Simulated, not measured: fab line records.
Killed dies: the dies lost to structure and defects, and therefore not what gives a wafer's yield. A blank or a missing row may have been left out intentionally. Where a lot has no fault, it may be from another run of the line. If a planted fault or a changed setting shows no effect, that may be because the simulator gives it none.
fab line records ; flow n5_finfet
record lots=14; wafers=42; last_day=18
route steps=1938 shown SD_EPI_N@294 SD_EPI_P@311 SD_ACTIVATION@332 ILD0@335 BEOL_M4@1111
lots that met no fault: taken from a fault-free run of the same line
start_h: hours from the record's opening day to when the first of the lot's shown wafers began ; wait_h: hours elapsed since this lot's preceding step ; " as in the row above ; L1.1+2: one row covering several wafers at once ; - no value, or no start given ; * or withheld: withheld ; < > ~ a bound
route shown NAME@n: a module of which the file shows steps, and the number in the route of the first ; usual: average and standard deviation across the fault-free wafers ; same: alike in all rows ; chamber/n: place in a boat ; sites: per-site readings ; _std_site: how widely they spread, as a standard deviation ; _edge_site: the outer-site mean with the inner-site mean subtracted ; radius_mm: for every site, how far away it sits from the centre of the wafer ; mask NAME#n: copy n ; behind: the last tool/chamber to shape the wafer ; hold: the reason the lot was held/the length of the hold in hours/how it ended ; device: the transistor (n, p or np) that didn't switch ; end of line: at the end of the route, the tests of the same wafers ; a step given without rows: its recipe and nothing more ; killed: at the first sort, the dies lost to defects and structure; wafer yield is something else ; map: the dies of a wafer, with x for killed, . for not killed, _ for no die there
set.NAME: the setting that was run; set.NAME@STEP: the one run at that earlier step ; model.NAME: the simulator's own value behind a step, which no gauge read
the route's steps for a sample of lots (tables are steps, rows are wafers)
services: the hour from which a tool's chamber was out of use, counted from the record's first day as start_h (under 0 if before that day), plus the number of hours and why
## steps
# step N5_SD_EPI_N_INSPECT_26
# recipe inspect_instrument=darkfield; mode=post_epi
# usual raw_defect_count=221/49
lot.wafer;tool;chamber;start_h;wait_h;raw_defect_count
L229.1;defect_inspect-01;-;58.47;0.2;229
L229.2;defect_inspect-01;-;58.47;0.2;152
L229.6;defect_inspect-01;-;58.47;0.2;212
L230.3;defect_inspect-01;-;64.84;0.1;202
L230.4;defect_inspect-01;-;64.84;0.1;159
L230.5;defect_inspect-01;-;64.84;0.1;164
L231.2;defect_inspect-01;-;70.25;0.1;237
L231.3;defect_inspect-01;-;70.25;0.1;323
L231.6;defect_inspect-01;-;70.25;0.1;217
L232.1;defect_inspect-02;-;77.48;0.1;166
L232.3;defect_inspect-02;-;77.48;0.1;231
L232.6;defect_inspect-02;-;77.48;0.1;167
L233.3;defect_inspect-01;-;83.67;0.1;207
L233.4;defect_inspect-01;-;83.67;0.1;242
L233.6;defect_inspect-01;-;83.67;0.1;306
L235.1;defect_inspect-01;-;93.80;0.1;178
L235.3;defect_inspect-01;-;93.80;0.1;171
L235.5;defect_inspect-01;-;93.80;0.1;236
L236.1;defect_inspect-02;-;101.76;0.1;192
L236.2;defect_inspect-02;-;101.76;0.1;240
L236.3;defect_inspect-02;-;101.76;0.1;165
L237.2;defect_inspect-01;-;108.08;0.1;205
L237.3;defect_inspect-01;-;108.08;0.1;203
L237.5;defect_inspect-01;-;108.08;0.1;168
L240.1;defect_inspect-01;-;125.26;0.1;288
L240.4;defect_inspect-01;-;125.26;0.1;232
L240.5;defect_inspect-01;-;125.26;0.1;223
L241.2;defect_inspect-02;-;133.90;0.1;253
L241.5;defect_inspect-02;-;133.90;0.1;240
L241.6;defect_inspect-02;-;133.90;0.1;314
L245.1;defect_inspect-02;-;155.77;0.1;190
L245.3;defect_inspect-02;-;155.77;0.1;165
L245.6;defect_inspect-02;-;155.77;0.1;196
L248.1;defect_inspect-01;-;175.35;0.2;256
L248.2;defect_inspect-01;-;175.35;0.2;416
L248.6;defect_inspect-01;-;175.35;0.2;312
L250.1;defect_inspect-02;-;187.41;0.1;228
L250.2;defect_inspect-02;-;187.41;0.1;188
L250.3;defect_inspect-02;-;187.41;0.1;283
L251.2;defect_inspect-01;-;191.01;0.1;160
L251.4;defect_inspect-01;-;191.01;0.1;215
L251.6;defect_inspect-01;-;191.01;0.1;203
# step N5_SD_EPI_P_ETCH_47
# recipe chemistry=CH3F/O2; target=SiOCN; target_depth_a=250; mask_material=SOC; ion_energy_ev=60; bias_w=29; pressure_mtorr=30; source_w=410; Ar_flow_sccm=150; CH3F_flow_sccm=30; O2_flow_sccm=20
# usual drypump_motor_current_A=5.7/0.4; oes_f_703_au=0.77/0.078; oes_product_au=0.77/0.081; rf_vpp_V=126.8/1.8; showerhead_plenum_p_Torr=2.00/0.059; throttle_valve_pct=16.32/0.25
lot.wafer;tool;chamber;start_h;wait_h;drypump_motor_current_A;oes_f_703_au;oes_product_au;rf_hours_counter_h;rf_vpp_V;showerhead_plenum_p_Torr;throttle_valve_pct
L229.1;rie_diel-01;2;59.81;0.1;5.6;0.77;0.75;150;125.5;2.01;16.09
L229.2;rie_diel-01;3;59.81;0.1;5.9;0.87;0.86;71;126.0;2.11;16.13
L229.6;rie_diel-01;3;59.81;0.1;5.9;0.86;0.85;-;127.0;2.11;16.14
L230.3;rie_diel-01;1;65.71;0.1;6.5;0.94;0.96;3;128.9;1.98;16.12
L230.4;rie_diel-01;3;65.71;0.1;5.9;0.87;0.85;73;125.6;2.11;16.16
L230.5;rie_diel-01;1;65.71;0.1;6.4;0.94;0.96;-;128.6;1.98;16.10
L231.2;rie_diel-01;0;71.25;0.1;5.4;0.84;0.84;54;128.9;2.03;16.50
L231.3;rie_diel-01;2;71.25;0.1;5.6;0.76;0.76;153;127.6;2.01;16.10
L231.6;rie_diel-01;3;71.25;0.1;5.9;0.86;0.85;-;127.4;2.11;16.16
L232.1;rie_diel-06;3;78.36;0.1;5.5;0.99;0.97;3;126.5;2.05;16.00
L232.3;rie_diel-06;2;78.36;0.1;5.2;0.75;0.74;159;127.8;2.09;16.58
L232.6;rie_diel-06;0;78.36;0.1;5.9;0.73;0.70;-;125.4;1.97;16.38
L233.3;rie_diel-02;0;84.67;0.1;5.9;0.73;0.71;202;128.6;1.91;16.87
L233.4;rie_diel-02;3;84.67;0.1;6.4;0.67;0.68;193;125.0;1.98;16.34
L233.6;rie_diel-02;2;84.67;0.1;5.8;0.77;0.73;-;126.6;2.06;16.33
L235.1;rie_diel-01;1;94.81;0.1;6.5;0.91;0.93;11;129.5;1.97;16.12
L235.3;rie_diel-01;3;94.81;0.1;5.9;0.86;0.84;80;127.8;2.10;16.17
L235.5;rie_diel-01;2;94.81;0.1;5.6;0.77;0.74;-;127.4;2.00;16.11
L236.1;rie_diel-02;3;103.21;0.1;6.4;0.67;0.68;199;123.6;1.98;16.35
L236.2;rie_diel-02;1;103.21;0.1;5.2;0.80;0.78;136;124.7;1.93;16.00
L236.3;rie_diel-02;0;103.21;0.1;5.9;0.72;0.71;208;129.5;1.91;16.88
L237.2;rie_diel-02;3;109.08;0.1;6.4;0.66;0.67;201;124.2;1.98;16.36
L237.3;rie_diel-02;0;109.08;0.1;5.9;0.73;0.71;210;127.6;1.91;16.88
L237.5;rie_diel-02;1;109.08;0.1;5.2;0.79;0.79;-;123.4;1.93;16.00
L240.1;rie_diel-02;1;126.14;0.1;5.2;0.79;0.77;143;124.8;1.92;16.01
L240.4;rie_diel-02;3;126.14;0.1;6.4;0.67;0.68;206;123.8;1.98;16.37
L240.5;rie_diel-02;3;126.14;0.1;6.4;0.67;0.68;-;123.8;1.98;16.38
L241.2;rie_diel-01;3;134.90;0.1;5.9;0.85;0.84;92;127.3;2.10;16.17
L241.5;rie_diel-01;3;134.90;0.1;5.9;0.84;0.84;-;127.1;2.10;16.17
L241.6;rie_diel-01;0;134.90;0.1;5.4;0.81;0.81;-;128.3;2.03;16.55
L245.1;rie_diel-06;0;156.77;0.1;5.9;0.71;0.69;244;125.0;1.96;16.41
L245.3;rie_diel-06;3;156.77;0.1;5.5;0.93;0.90;26;127.7;2.04;16.03
L245.6;rie_diel-06;3;156.77;0.1;5.5;0.92;0.91;-;126.9;2.04;16.04
L248.1;rie_diel-06;3;177.56;0.1;5.5;0.91;0.90;33;127.5;2.04;16.05
L248.2;rie_diel-06;2;177.56;0.1;5.2;0.73;0.72;188;127.2;2.08;16.63
L248.6;rie_diel-06;3;177.56;0.1;5.5;0.90;0.90;-;128.0;2.04;16.03
L250.1;rie_diel-01;3;188.29;0.1;5.9;0.83;0.83;103;125.8;2.09;16.20
L250.2;rie_diel-01;1;188.29;0.1;6.4;0.86;0.89;34;128.3;1.97;16.16
L250.3;rie_diel-01;0;188.29;0.1;5.4;0.80;0.80;84;127.9;2.02;16.55
L251.2;rie_diel-02;3;191.88;0.1;6.4;0.65;0.65;227;124.5;1.97;16.41
L251.4;rie_diel-02;2;191.88;0.1;5.8;0.74;0.71;194;126.3;2.05;16.37
L251.6;rie_diel-02;1;191.88;0.1;5.2;0.77;0.75;-;123.7;1.92;16.08
# step N5_SD_EPI_P_PRECLEAN_51
# recipe chemistry=NF3:NH3; afs_cycles=1; temp_c=30; time_s=20; sublimation_temp_c=180; sublimation_time_s=60; pressure_torr=3; rf_power_w=30
lot.wafer;tool;chamber;start_h;wait_h
L229.1+2+6;epi_rpcvd-01;0;60.29;0.0
L230.3+4+5;epi_rpcvd-04;0;66.26;0.1
L231.2+3+6;epi_rpcvd-03;0;71.76;0.1
L232.1+3+6;epi_rpcvd-03;0;78.83;0.0
L233.3+4+6;epi_rpcvd-03;0;85.20;0.1
L235.1+3+5;epi_rpcvd-04;0;95.28;0.0
L236.1+2+3;epi_rpcvd-01;0;103.68;0.0
L237.2+3+5;epi_rpcvd-03;0;109.58;0.1
L240.1+4+5;epi_rpcvd-01;0;126.61;0.0
L241.2+5+6;epi_rpcvd-01;0;135.40;0.1
L245.1+3+6;epi_rpcvd-01;0;157.26;0.0
L248.1+2+6;epi_rpcvd-03;0;178.03;0.0
L250.1+2+3;epi_rpcvd-04;0;188.77;0.0
L251.2+4+6;epi_rpcvd-03;0;192.38;0.1
# step N5_SD_EPI_P_EPI_MEAS_23
# recipe mode=xrd
# usual thk_nm=61.1/1.2
lot.wafer;tool;chamber;start_h;wait_h;thk_nm
L229.1;film_metro-02;-;62.84;1.8;60.3
L229.2;film_metro-02;-;62.84;1.8;61.1
L229.6;film_metro-02;-;62.84;1.8;62.8
L230.3;film_metro-01;-;69.58;1.5;61.1
L230.4;film_metro-01;-;69.58;1.5;60.5
L230.5;film_metro-01;-;69.58;1.5;59.8
L231.2;film_metro-01;-;75.14;2.0;61.1
L231.3;film_metro-01;-;75.14;2.0;61.0
L231.6;film_metro-01;-;75.14;2.0;60.8
L232.1;film_metro-01;-;82.24;2.5;60.1
L232.3;film_metro-01;-;82.24;2.5;63.3
L232.6;film_metro-01;-;82.24;2.5;60.4
L233.3;film_metro-01;-;87.70;1.1;60.8
L233.4;film_metro-01;-;87.70;1.1;61.8
L233.6;film_metro-01;-;87.70;1.1;62.4
L235.1;film_metro-02;-;98.68;2.4;61.2
L235.3;film_metro-02;-;98.68;2.4;61.5
L235.5;film_metro-02;-;98.68;2.4;62.3
L236.1;film_metro-02;-;106.23;1.8;59.3
L236.2;film_metro-02;-;106.23;1.8;61.4
L236.3;film_metro-02;-;106.23;1.8;61.2
L237.2;film_metro-01;-;112.11;1.5;60.6
L237.3;film_metro-01;-;112.11;1.5;60.4
L237.5;film_metro-01;-;112.11;1.5;62.0
L240.1;film_metro-02;-;129.18;1.9;62.6
L240.4;film_metro-02;-;129.18;1.9;63.7
L240.5;film_metro-02;-;129.18;1.9;63.5
L241.2;film_metro-01;-;137.93;1.5;60.6
L241.5;film_metro-01;-;137.93;1.5;60.2
L241.6;film_metro-01;-;137.93;1.5;14.3
L245.1;film_metro-02;-;159.81;1.8;58.2
L245.3;film_metro-02;-;159.81;1.8;10.7
L245.6;film_metro-02;-;159.81;1.8;13.2
L248.1;film_metro-01;-;180.59;1.8;61.8
L248.2;film_metro-01;-;180.59;1.8;61.5
L248.6;film_metro-01;-;180.59;1.8;60.3
L250.1;film_metro-02;-;191.33;1.8;60.2
L250.2;film_metro-02;-;191.33;1.8;59.6
L250.3;film_metro-02;-;191.33;1.8;60.0
L251.2;film_metro-02;-;194.91;1.5;61.6
L251.4;film_metro-02;-;194.91;1.5;60.4
L251.6;film_metro-02;-;194.91;1.5;60.2
# step N5_SD_ACTIVATION_RS_MEAS_03
# recipe thk_meas_gauge=four-point-probe
# usual RS_SD_N=21.9/0.31; RS_SD_P=56.0/0.76
lot.wafer;tool;chamber;start_h;wait_h;RS_SD_N[ohm/sq];RS_SD_P[ohm/sq]
L229.1;film_metro-02;-;63.45;0.2;22.1;55.4
L229.2;film_metro-02;-;63.45;0.2;21.8;55.3
L229.6;film_metro-02;-;63.45;0.2;22.1;55.2
L230.3;film_metro-02;-;70.24;0.2;22.3;56.8
L230.4;film_metro-02;-;70.24;0.2;22.4;55.7
L230.5;film_metro-02;-;70.24;0.2;22.2;57.2
L231.2;film_metro-02;-;75.93;0.2;22.3;56.8
L231.3;film_metro-02;-;75.93;0.2;22.0;57.0
L231.6;film_metro-02;-;75.93;0.2;22.0;56.9
L232.1;film_metro-01;-;84.09;0.2;21.6;55.7
L232.3;film_metro-01;-;84.09;0.2;21.8;55.4
L232.6;film_metro-01;-;84.09;0.2;21.6;56.2
L233.3;film_metro-01;-;88.35;0.2;21.2;55.5
L233.4;film_metro-01;-;88.35;0.2;21.4;55.1
L233.6;film_metro-01;-;88.35;0.2;21.6;55.4
L235.1;film_metro-02;-;99.45;0.2;22.4;55.1
L235.3;film_metro-02;-;99.45;0.2;22.5;56.2
L235.5;film_metro-02;-;99.45;0.2;22.2;55.1
L236.1;film_metro-01;-;106.97;0.2;21.6;56.1
L236.2;film_metro-01;-;106.97;0.2;21.4;54.7
L236.3;film_metro-01;-;106.97;0.2;21.2;55.0
L237.2;film_metro-01;-;112.74;0.2;21.7;56.7
L237.3;film_metro-01;-;112.74;0.2;22.1;55.7
L237.5;film_metro-01;-;112.74;0.2;22.2;55.8
L240.1;film_metro-01;-;129.79;0.2;21.7;55.7
L240.4;film_metro-01;-;129.79;0.2;21.7;54.6
L240.5;film_metro-01;-;129.79;0.2;21.4;55.0
L241.2;film_metro-01;-;138.56;0.2;22.4;56.2
L241.5;film_metro-01;-;138.56;0.2;22.2;55.3
L241.6;film_metro-01;-;138.56;0.2;22.2;256.7
L245.1;film_metro-02;-;160.43;0.2;22.2;57.5
L245.3;film_metro-02;-;160.43;0.2;21.6;274.0
L245.6;film_metro-02;-;160.43;0.2;22.0;276.7
L248.1;film_metro-02;-;181.19;0.2;21.9;56.3
L248.2;film_metro-02;-;181.19;0.2;22.2;56.3
L248.6;film_metro-02;-;181.19;0.2;21.9;55.6
L250.1;film_metro-02;-;191.93;0.2;21.7;56.6
L250.2;film_metro-02;-;191.93;0.2;22.0;56.6
L250.3;film_metro-02;-;191.93;0.2;21.8;57.0
L251.2;film_metro-02;-;195.54;0.2;22.0;56.3
L251.4;film_metro-02;-;195.54;0.2;22.2;56.2
L251.6;film_metro-02;-;195.54;0.2;22.5;55.9
# step N5_ILD0_LINER_00
# recipe material=SiNx; target_thk_a=40; temp_c=400; ald_precursor_family=SiH2I2; ald_co_reactant=N2/H2-plasma; pulse_time_s=1; purge_time_s=2; co_reactant_purge_time_s=2; ald_cycles=80; pressure_torr=2
# usual heater_power_w=878/88; precursor_pulse_height_rel=0.999/0.022
lot.wafer;tool;chamber;start_h;wait_h;heater_power_w;precursor_pulse_height_rel
L229.1;ald_sin-03;1;63.81;0.0;990;0.985
L229.2;ald_sin-03;2;63.81;0.0;960;1.014
L229.6;ald_sin-03;1;63.81;0.0;980;0.985
L230.3;ald_sin-03;3;70.56;0.0;845;0.990
L230.4;ald_sin-03;0;70.56;0.0;756;1.046
L230.5;ald_sin-03;1;70.56;0.0;979;0.982
L231.2;ald_sin-02;1;76.26;0.0;729;1.025
L231.3;ald_sin-02;2;76.26;0.0;827;1.008
L231.6;ald_sin-02;2;76.26;0.0;833;1.023
L232.1;ald_sin-01;0;84.46;0.0;922;1.033
L232.3;ald_sin-01;2;84.46;0.0;972;1.026
L232.6;ald_sin-01;0;84.46;0.0;912;1.033
L233.3;ald_sin-03;2;90.20;1.6;945;1.007
L233.4;ald_sin-03;2;90.20;1.6;958;1.016
L233.6;ald_sin-03;3;90.20;1.6;857;0.982
L235.1;ald_sin-03;1;100.98;1.2;988;0.984
L235.3;ald_sin-03;3;100.98;1.2;856;0.982
L235.5;ald_sin-03;3;100.98;1.2;843;0.985
L236.1;ald_sin-03;3;107.43;0.1;843;0.946
L236.2;ald_sin-03;0;107.43;0.1;729;1.029
L236.3;ald_sin-03;2;107.43;0.1;931;1.023
L237.2;ald_sin-01;1;113.34;0.3;777;0.962
L237.3;ald_sin-01;0;113.34;0.3;924;0.997
L237.5;ald_sin-01;0;113.34;0.3;933;0.984
L240.1;ald_sin-01;0;130.14;0.0;925;1.043
L240.4;ald_sin-01;1;130.14;0.0;771;1.029
L240.5;ald_sin-01;1;130.14;0.0;781;0.998
L241.2;ald_sin-03;1;138.90;0.0;988;1.005
L241.5;ald_sin-03;1;138.90;0.0;979;0.995
L241.6;ald_sin-03;0;138.90;0.0;742;0.991
L245.1;ald_sin-03;1;160.79;0.0;994;1.004
L245.3;ald_sin-03;0;160.79;0.0;741;1.014
L245.6;ald_sin-03;2;160.79;0.0;949;1.034
L248.1;ald_sin-03;1;181.68;0.2;993;0.989
L248.2;ald_sin-03;2;181.68;0.2;954;1.028
L248.6;ald_sin-03;1;181.68;0.2;980;0.965
L250.1;ald_sin-03;2;192.46;0.2;964;1.012
L250.2;ald_sin-03;3;192.46;0.2;857;1.009
L250.3;ald_sin-03;0;192.46;0.2;762;0.986
L251.2;ald_sin-02;1;195.87;0.0;727;1.009
L251.4;ald_sin-02;2;195.87;0.0;874;0.988
L251.6;ald_sin-02;3;195.87;0.0;919;1.013
# step N5_BEOL_M4_RC_MEAS_101
# usual CJ_P=5.81/0.2; DIBL_N=36.5/1.8; DIBL_P=36.5/2.1; IOFF_N=0.17/0.031; IOFF_P=0.22/0.036; IOFF_P_85C=3.7/0.53; IOFF_P_LIN=0.102/0.014; IOFF_P_LONG=0.000107/9.3e-06; ION_N=677/11; ION_P=463/8; REXT_P=100.4/2.1; RS_SD_P=65.7/0.91; SS_N=71.6/0.61; SS_P=73.3/0.63; VT_N=249/3.1; VT_P=-250/3.3; VT_P_LVT=-98.1/3
lot.wafer;tool;chamber;start_h;wait_h;CJ_P;DIBL_N[mV/V];DIBL_P[mV/V];IOFF_N[nA/um];IOFF_P[nA/um];IOFF_P_85C[nA/um];IOFF_P_LIN[nA/um];IOFF_P_LONG[nA/um];ION_N[uA/um];ION_P[uA/um];REXT_P[ohm.um];RS_SD_P[ohm/sq];SS_N[mV/dec];SS_P[mV/dec];VT_N[mV];VT_P[mV];VT_P_LVT[mV]
L229.1;prober-01;0;176.20;0.0;5.87;37.0;37.2;0.18;0.21;3.5;0.093;9.4e-05;689;466;99.5;64.9;71.7;73.5;244;-254;-98.6
L229.2;prober-01;0;176.20;0.0;5.61;34.9;34.1;0.14;0.16;2.8;0.077;9.2e-05;662;451;101.0;65.0;70.4;72.6;251;-255;-102.6
L229.6;prober-01;0;176.20;0.0;5.62;37.0;35.9;0.17;0.19;3.4;0.088;9.2e-05;683;453;100.5;64.6;71.9;73.4;248;-254;-99.6
L230.3;prober-01;0;180.90;0.3;5.68;34.9;36.3;0.16;0.17;3.1;0.085;9.1e-05;684;455;103.3;66.1;71.6;73.8;249;-252;-102.8
L230.4;prober-01;0;180.90;0.3;5.44;37.1;39.6;0.19;0.23;3.9;0.105;9.1e-05;679;464;102.5;66.4;71.9;74.0;246;-251;-98.6
L230.5;prober-01;0;180.90;0.3;5.46;34.9;36.8;0.16;0.18;3.3;0.089;9.1e-05;673;457;103.4;66.5;71.8;72.7;249;-255;-103.5
L231.2;prober-02;0;182.71;0.2;6.09;40.8;41.5;0.23;0.26;4.2;0.110;0.0001;683;462;103.9;66.4;72.8;74.2;245;-250;-95.9
L231.3;prober-02;0;182.71;0.2;5.80;37.6;38.2;0.17;0.20;3.4;0.092;9.6e-05;688;465;103.5;66.4;71.1;73.7;248;-253;-99.7
L231.6;prober-02;0;182.71;0.2;5.95;37.2;36.6;0.15;0.18;3.2;0.088;9.8e-05;675;454;103.9;65.0;71.1;73.3;251;-255;-99.6
L232.1;prober-01;0;189.47;0.0;5.40;37.0;36.2;0.16;0.20;3.6;0.098;0.000102;671;458;101.4;66.0;71.6;73.5;247;-251;-99.1
L232.3;prober-01;0;189.47;0.0;5.94;38.6;39.5;0.19;0.25;4.4;0.116;0.000112;691;474;98.1;65.5;71.3;74.3;247;-247;-95.5
L232.6;prober-01;0;189.47;0.0;5.52;36.6;36.2;0.15;0.20;3.6;0.099;0.000105;676;469;98.7;65.6;70.8;73.4;249;-248;-99.8
L233.3;prober-01;0;202.24;0.3;5.64;38.5;38.5;0.21;0.26;4.4;0.121;0.000111;694;476;98.6;65.5;72.0;73.7;242;-245;-93.8
L233.4;prober-01;0;202.24;0.3;6.18;34.7;34.7;0.14;0.20;3.5;0.099;0.000124;681;468;98.8;65.0;71.0;72.8;250;-248;-97.6
L233.6;prober-01;0;202.24;0.3;6.12;36.1;35.5;0.15;0.20;3.6;0.102;0.000122;679;469;99.3;65.2;71.7;73.1;250;-249;-96.1
L235.1;prober-01;0;211.96;0.0;5.74;36.8;35.8;0.16;0.21;3.7;0.099;0.000104;675;460;99.1;64.3;71.4;73.3;248;-249;-99.3
L235.3;prober-01;0;211.96;0.0;5.39;33.8;32.8;0.12;0.16;2.9;0.082;0.0001;673;459;100.9;65.9;71.0;72.4;251;-254;-101.9
L235.5;prober-01;0;211.96;0.0;5.75;35.6;34.7;0.15;0.19;3.4;0.092;0.000104;670;461;99.5;65.2;71.0;72.5;249;-248;-99.9
L236.1;prober-02;0;219.61;0.0;5.76;35.0;34.7;0.15;0.20;3.6;0.097;0.000102;676;462;101.7;65.0;71.1;73.3;247;-251;-98.2
L236.2;prober-02;0;219.61;0.0;5.73;35.3;34.6;0.16;0.20;3.6;0.099;0.000102;677;465;102.9;64.5;70.5;72.5;246;-251;-97.5
L236.3;prober-02;0;219.61;0.0;5.90;36.3;35.7;0.16;0.21;3.7;0.100;0.000105;678;462;102.8;64.8;71.2;73.3;250;-251;-97.7
L237.2;prober-01;0;219.91;0.2;5.61;35.8;36.4;0.17;0.23;4.0;0.112;0.000113;672;466;100.0;66.3;71.5;73.6;248;-248;-96.6
L237.3;prober-01;0;219.91;0.2;5.87;34.3;34.1;0.15;0.21;3.7;0.105;0.000118;671;465;98.8;65.9;70.8;72.8;246;-248;-97.1
L237.5;prober-01;0;219.91;0.2;5.65;36.0;36.2;0.17;0.24;4.1;0.115;0.000114;672;467;99.4;66.8;71.8;74.1;248;-245;-95.5
L240.1;prober-01;0;243.41;0.0;5.49;36.8;35.4;0.17;0.22;3.8;0.106;0.000103;663;456;98.9;65.1;71.9;73.8;250;-248;-99.2
L240.4;prober-01;0;243.41;0.0;5.72;37.6;35.9;0.19;0.24;4.0;0.111;0.000107;664;454;99.3;64.3;72.6;73.5;248;-249;-98.2
L240.5;prober-01;0;243.41;0.0;5.61;34.3;33.2;0.14;0.20;3.4;0.097;0.000105;667;457;99.1;64.8;71.6;72.9;250;-249;-101.2
L241.2;prober-02;0;247.60;0.2;5.60;38.1;37.8;0.17;0.20;3.5;0.091;9.1e-05;675;452;99.9;66.5;72.2;73.4;251;-251;-101.4
L241.5;prober-02;0;247.60;0.2;5.74;38.4;38.9;0.19;0.23;3.9;0.102;9.4e-05;684;464;97.9;64.8;72.9;74.0;248;-251;-98.7
L241.6;prober-02;0;247.60;0.2;5.22;34.5;29.9;0.12;0.02;0.4;0.009;0.00019;672;258;524.8;300.8;71.4;72.0;252;-316;-164.5
L245.1;prober-01;0;274.17;0.0;5.75;33.8;31.6;0.12;0.16;2.9;0.083;0.000113;667;455;103.2;67.1;70.6;71.7;252;-252;-100.8
L245.3;prober-01;0;274.17;0.0;4.92;37.1;30.0;0.19;0.02;0.5;0.012;0.000191;681;258;553.6;316.9;71.2;71.3;245;-307;-158.7
L245.6;prober-01;0;274.17;0.0;5.07;35.9;28.7;0.17;0.02;0.5;0.011;0.000204;668;254;552.4;326.2;71.5;71.3;247;-312;-160.0
L248.1;prober-01;0;306.24;0.0;5.89;35.3;37.2;0.15;0.20;3.6;0.097;0.000104;679;467;101.6;65.4;70.5;73.8;250;-252;-100.1
L248.2;prober-01;0;306.24;0.0;5.78;34.3;35.6;0.13;0.18;3.2;0.089;0.000101;677;464;101.6;65.5;71.4;73.4;251;-252;-101.9
L248.6;prober-01;0;306.24;0.0;5.76;34.7;36.1;0.14;0.19;3.5;0.094;0.000102;675;465;100.0;65.6;71.3;73.8;250;-250;-100.6
L250.1;prober-02;0;312.77;0.0;5.96;36.9;37.0;0.17;0.25;4.2;0.115;0.00012;673;465;100.0;66.6;71.8;73.1;247;-246;-95.4
L250.2;prober-02;0;312.77;0.0;5.99;38.9;39.9;0.21;0.29;4.8;0.131;0.000121;687;476;100.4;67.0;72.7;73.8;247;-243;-93.3
L250.3;prober-02;0;312.77;0.0;5.97;35.3;35.8;0.16;0.22;3.8;0.107;0.000121;683;472;100.1;67.4;71.2;72.8;250;-248;-96.0
L251.2;prober-01;0;335.20;0.2;5.72;37.0;35.4;0.15;0.20;3.6;0.099;0.000111;662;456;102.8;66.0;72.7;72.6;253;-251;-97.3
L251.4;prober-01;0;335.20;0.2;6.18;40.1;39.8;0.20;0.28;4.6;0.120;0.00012;673;465;101.1;66.5;72.6;74.4;251;-245;-94.1
L251.6;prober-01;0;335.20;0.2;5.86;38.5;38.1;0.18;0.25;4.2;0.112;0.000115;667;461;100.8;66.7;71.9;73.8;248;-247;-94.8
## services
tool;chamber;start_h;hours;kind
rie_diel-06;3;43.55;-;clean
rie_diel-06;3;43.55;-;consumable_replace:focus_ring
rie_diel-06;3;43.55;21.8;scheduled_down
rie_diel-06;3;43.55;21.8;vent_cycle
ald_sin-03;1;44.20;2.4;repair
ald_sin-02;-;87.15;14.0;pm
ald_sin-02;0;87.15;14.0;vent_cycle
ald_sin-02;1;87.15;14.0;vent_cycle
ald_sin-02;2;87.15;14.0;vent_cycle
ald_sin-02;3;87.15;14.0;vent_cycle
ald_sin-02;-;101.15;6.1;pm
rie_diel-01;1;107.72;3.6;repair
ald_sin-03;-;130.20;1.2;repair
ald_sin-01;0;144.35;15.5;repair
ald_sin-02;3;158.10;10.5;repair
rie_diel-06;2;162.47;4.1;repair
rie_diel-01;-;165.45;15.6;pm
ald_sin-03;1;166.43;8.9;repair
ald_sin-02;2;171.21;14.8;repair
rie_diel-06;0;175.79;-;clean
rie_diel-06;0;175.79;-;consumable_replace:focus_ring
rie_diel-06;0;175.79;25.3;scheduled_down
rie_diel-06;0;175.79;25.3;vent_cycle
epi_rpcvd-03;-;190.63;1.7;repair
## key
first_sign step=N5_SD_EPI_P_EPI_MEAS_23; reading=thk_nm; direction=down; sigmas=40; usual=*; struck=*
effect step=N5_SD_ACTIVATION_RS_MEAS_03; reading=RS_SD_P; direction=up; sigmas=99+; usual=56.0; struck=269.1
effect step=N5_BEOL_M4_RC_MEAS_101; reading=RS_SD_P; direction=up; sigmas=99+; usual=65.7; struck=314.6
effect step=N5_BEOL_M4_RC_MEAS_101; reading=REXT_P; direction=up; sigmas=99+; usual=100.4; struck=543.6
effect step=N5_BEOL_M4_RC_MEAS_101; reading=ION_P; direction=down; sigmas=26; usual=463; struck=257
effect step=N5_BEOL_M4_RC_MEAS_101; reading=VT_P_LVT; direction=down; sigmas=21; usual=-98.1; struck=-161.1
effect step=N5_BEOL_M4_RC_MEAS_101; reading=VT_P; direction=down; sigmas=19; usual=-250; struck=-312
effect step=N5_BEOL_M4_RC_MEAS_101; reading=IOFF_P_LONG; direction=up; sigmas=9.5; usual=0.000107; struck=0.000195
effect step=N5_BEOL_M4_RC_MEAS_101; reading=IOFF_P_LIN; direction=down; sigmas=6.8; usual=0.102; struck=0.011
effect step=N5_BEOL_M4_RC_MEAS_101; reading=IOFF_P_85C; direction=down; sigmas=6.2; usual=3.7; struck=0.5
effect step=N5_BEOL_M4_RC_MEAS_101; reading=IOFF_P; direction=down; sigmas=5.4; usual=0.22; struck=0.02
effect step=N5_BEOL_M4_RC_MEAS_101; reading=CJ_P; direction=down; sigmas=3.8; usual=5.81; struck=5.07
effect step=N5_BEOL_M4_RC_MEAS_101; reading=DIBL_P; direction=down; sigmas=3.3; usual=36.5; struck=29.5
effect step=N5_BEOL_M4_RC_MEAS_101; reading=SS_P; direction=down; sigmas=2.9; usual=73.3; struck=71.5
met_at N5_SD_EPI_P_PRECLEAN_51
struck_lots L241,L245
struck_wafers L241.6,L245.3,L245.6
sort_left_out L241.6,L245.3,L245.6
not_acting_at N5_SD_EPI_N_INSPECT_26,N5_SD_EPI_P_ETCH_47,N5_ILD0_LINER_00
onset_between 126.61 135.40
fault kind=process_parameter_drift; tool=epi_rpcvd-01; chamber=-; onset_h=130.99; steps=N5_SD_EPI_P_PRECLEAN_51; channel=time_s; offset=*; shape=step; end_h=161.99; scope=struck_wafers_only; acts_in=*; stated=*
# sort_left_out: the simulated sort isn't trusted on such a fault, so these wafers' sort isn't shown, and their yield isn't known
